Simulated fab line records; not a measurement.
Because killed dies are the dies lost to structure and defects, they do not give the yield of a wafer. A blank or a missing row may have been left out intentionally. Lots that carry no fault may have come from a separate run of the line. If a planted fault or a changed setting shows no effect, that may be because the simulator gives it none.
Comparing a struck lot with a sound one || flow n5-finfet || 38 out of 1938 route steps
Sound: the wafers L244.4, L244.5, L244.6. Struck: wafers L232.1, L232.4 (left out: L232.2, a lot-mate that was not struck); the cause follows at the end.
Order at every step that has rows: each side's tool, ch and its chambers, its first start. Under that, the readings that differ: sound wafers || struck wafers || difference of the means || sigmas: that difference in standard deviations of wafers without a fault.
alike: readings with means less than 2 such deviations apart, plus words and numbers identical on both sides. not compared: withheld readings, readings lacking a value on some wafer, bounds such as >300 that could conceal the same value, and numbers that have no deviation in the record and whose values overlap.
Wherever a step has rows on one side only, a row that says differs or no value, or a row with sigmas, the two part there. When numbers do not overlap yet have no deviation, they are printed without sigmas and do not part them. A reading missing from all wafers of one side parts the sides only when that side holds two or more wafers.

first, 8 steps without rows for these wafers: N5_BEOL_M0_ECD_118 (material Cu, target thk 300 nm); N5_BEOL_M0_ANNEAL_119 (time 90 s); N5_BEOL_M0_CMP_120 (polishes, stops on SiOC, t overpolish 6.9 s); N5_BEOL_M0_PRE_CLEAN_131 (time 15 s); N5_BEOL_M0_CO_CAP_123 (material Co, precursor CCTBA/H2, target thk 2 nm, time 102.1 s); N5_BEOL_M0_PRE_CLEAN_124 (time 15 s); N5_BEOL_M0_DEP_125 (deposits SiCN from 3MS/NH3, target thk 8 nm, time 14 s); N5_BEOL_M1_ILD_DEP_00 (deposits SiOC from DEMS/O2, target thk 79 nm, time 15.3 s).
N5_BEOL_M1_PECVD_72: deposits SiO2 from TEOS/O2, target thk 16 nm, time 18 s.
  sound on pecvd-03 ch 0,1,2, day 11 14:31; struck on pecvd-04 ch 1, day 8 02:55
{"reading": "susceptor-temp-C (C)", "sound": "399.75 399.96 399.71", "struck": "386.19 386.13", "difference": -13.65, "sigmas": -59}
{"reading": "throttle-valve-pct (%)", "sound": "20.1 21.3 23.3", "struck": "24.6 24.2", "difference": "+2.8", "sigmas": "+2"}
{"reading": "model.SiO2_of_BEOL_M1_PECVD_72.thk-nm (nm)", "sound": "15.8 15.8 16", "struck": "17.2 17.8", "difference": "+1.6", "sigmas": ""}
  alike: heater-power-w, showerhead-plenum-p-Torr
then, 25 steps without rows for these wafers: N5_BEOL_M1_HM_DEP_02 (deposits TiN, target thk 20 nm); N5_BEOL_M1_COAT_61 (time 60 s, resist thk 60 nm); N5_BEOL_M1_COAT_62 (time 60 s, resist thk 12 nm); N5_BEOL_M1_COAT_73 (time 60 s, resist thk 5 nm); N5_BEOL_M1_COAT_05 (resist thk 30 nm); N5_BEOL_M1_EBR_07; N5_BEOL_M1_SOFTBAKE_06 (time 60 s); N5_BEOL_M1_EXPOSE_08 (exposes mask M1); N5_BEOL_M1_PEB_09 (peb time 60 s); N5_BEOL_M1_DEVELOP_10 (develop time 30 s); N5_BEOL_M1_DESCUM_16 (chemistry O2, time 7 s); N5_BEOL_M1_ETCH_74 (etches underlayer in N2/H2, target depth 6.5 nm, time 5.2 s); N5_BEOL_M1_ETCH_63 (etches SiARC in CF4, target depth 15.6 nm, time 26 s); N5_BEOL_M1_ETCH_64 (etches SOC in N2/H2, target depth 75 nm, overetch 15 nm, time 112.5 s); N5_BEOL_M1_STRIP_65 (strips in N2/H2); N5_BEOL_M1_STRIP_75 (strips in N2/H2); N5_BEOL_M1_STRIP_66 (strips in CF4); N5_BEOL_M1_HM_OPEN_17 (chemistry Cl2/BCl3, target TiN, target depth 20 nm, overetch 6 nm); N5_BEOL_M1_STRIP_19 (strips in O2); N5_BEOL_M1_COAT_67 (time 60 s, resist thk 60 nm); N5_BEOL_M1_COAT_68 (time 60 s, resist thk 12 nm); N5_BEOL_M1_COAT_76 (time 60 s, resist thk 5 nm); N5_BEOL_M1_COAT_22 (resist thk 30 nm); N5_BEOL_M1_EBR_24; N5_BEOL_M1_SOFTBAKE_23 (time 60 s).
N5_BEOL_M1_HM_STRIP_39: strips TiN in peroxide tin strip, target depth 25 nm, time 158 s.
  sound on wet-bench-01 ch 2,3,7, day 12 02:25; struck on wet-bench-04 ch 0,7, day 9 02:08
{"reading": "model.SiO2_of_BEOL_M1_PECVD_72.thk-nm (nm)", "sound": "15.6 15.6 15.8", "struck": "17 17.6", "difference": "+2", "sigmas": ""}
N5_BEOL_M1_CMP_52: polishes, stops on SiOC, t overpolish 6.8 s, target thk 40 nm.
  sound on cmp-02 ch 0,1, day 12 06:05; struck on cmp-04 ch 2,3, day 9 05:30
{"reading": "barrier-field-endpoint-s (s)", "sound": "24.9 25.0 25.1", "struck": "26.2 27.5", "difference": "+1.9", "sigmas": "+3"}
  alike: edge-zone-pressure-frac, motor-current-A, platen-rpm
N5_BEOL_M4_RC_MEAS_101:
  sound on prober-02 ch 0, day 14 05:05; struck on prober-01 ch 0, day 10 19:35
  alike: DIBL_N, DIBL_P, IOFF_N, IOFF_P, ION_N, ION_P, SS_N, SS_P, VT_N, VT_P
-- the record jumps here: 5 days lie between the struck wafers' starts before and after (it left off in module BEOL_M4 and takes up again in module PASSIVATION, whose first step shown is number 1936 of the route) --
N5_PASSIVATION_PROBE_49:
  struck on prober-01, day 15 19:27; sound on prober-01, day 17 23:40
{"reading": "killed-at-front-end", "sound": "39 29 34", "struck": "64 65", "difference": "+30", "sigmas": "+3"}
  alike: defect-limited-yield, killed_at_M0_to_M3, killed_at_M4_up, killed-at-contacts, killed-at-other, killed-dies, killed-open, killed-short, sort_bin_4_leakage, sort_bin_5_function, sort_bin_6_memory, sort_bin_8_speed, sort-n-pass, sort-yield-pct

## WHERE THEY PART
First at N5_BEOL_M1_PECVD_72; last, within this record, at N5_PASSIVATION_PROBE_49.

WHY: what had been put in by the simulator
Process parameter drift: pecvd-04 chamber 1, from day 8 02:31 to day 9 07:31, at N5_BEOL_M1_PECVD_72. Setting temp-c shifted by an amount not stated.
